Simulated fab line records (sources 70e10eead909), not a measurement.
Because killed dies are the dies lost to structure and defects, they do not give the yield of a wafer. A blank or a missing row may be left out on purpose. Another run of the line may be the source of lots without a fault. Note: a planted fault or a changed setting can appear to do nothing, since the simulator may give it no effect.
Chamber matching ; flow nand_harc ; NHARC_A_CONTACT_ETCH_102 on rie_diel-02: 4 sister chambers
The step etches the open film in CF4/O2, target depth 70 nm, overetch 7 nm, time 38.5 s. 8 wafers are shown with their chamber, then 12 later ones without.

== WAFERS PAIRED WITH THEIR CHAMBERS ==
wafer;chamber;rf_vpp_V (V);rf_fwd_power_W (W)
L080.1;0;198.6;297.0
L080.6;2;194.1;296.6
L082.3;1;199.3;294.6
L082.4;2;196.2;297.6
L082.6;3;199.6;296.0
L086.1;3;198.9;295.8
L086.3;1;197.1;293.4
L086.5;0;198.4;297.4

== WAFERS WITH NO CHAMBER GIVEN ==
wafer;rf_vpp_V (V);rf_fwd_power_W (W)
L089.3;197.9;296.5
L089.4;196.7;292.6
L089.5;199.9;296.3
L088.1;198.6;294.6
L088.3;198.3;296.7
L088.6;199.1;294.1
L090.1;194.8;296.8
L090.2;199.6;295.1
L090.3;197.5;294.7
L091.4;198.5;295.4
L091.5;199.0;294.9
L091.6;197.5;297.3

== WHICH CHAMBER EACH ONE RAN IN ==
wafer;from the rows above;in truth
L089.3;can't be placed: 0 or 3 or 2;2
L089.4;1;1
L089.5;can't be placed: 3 or 0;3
L088.1;can't be placed: 1 or 3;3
L088.3;can't be placed: 0 or 3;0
L088.6;1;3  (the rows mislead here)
L090.1;2;2
L090.2;can't be placed: 3 or 1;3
L090.3;can't be placed: 1 or 3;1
L091.4;can't be placed: 3 or 1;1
L091.5;can't be placed: 1 or 3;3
L091.6;can't be placed: 0 or 2 or 3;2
Correctly placed: 2 of 12. These rows do not allow placing 9 (true chamber among the candidates in 9). 1 placed wrongly.
How it was worked out, from the rows above alone: a wafer's distance from a chamber is the root of the sum, over the readings, of the square of ((its reading less the chamber's mean) divided by the reading's scatter). The wafer belongs to the nearest chamber; if the next one is less than 2 further off, it can't be placed. Each chamber's mean is taken over the wafers shown for it. The scatter is the square root of a quotient: the sum, over the shown wafers, of each reading's squared deviation from its chamber's mean, divided by wafers minus chambers.
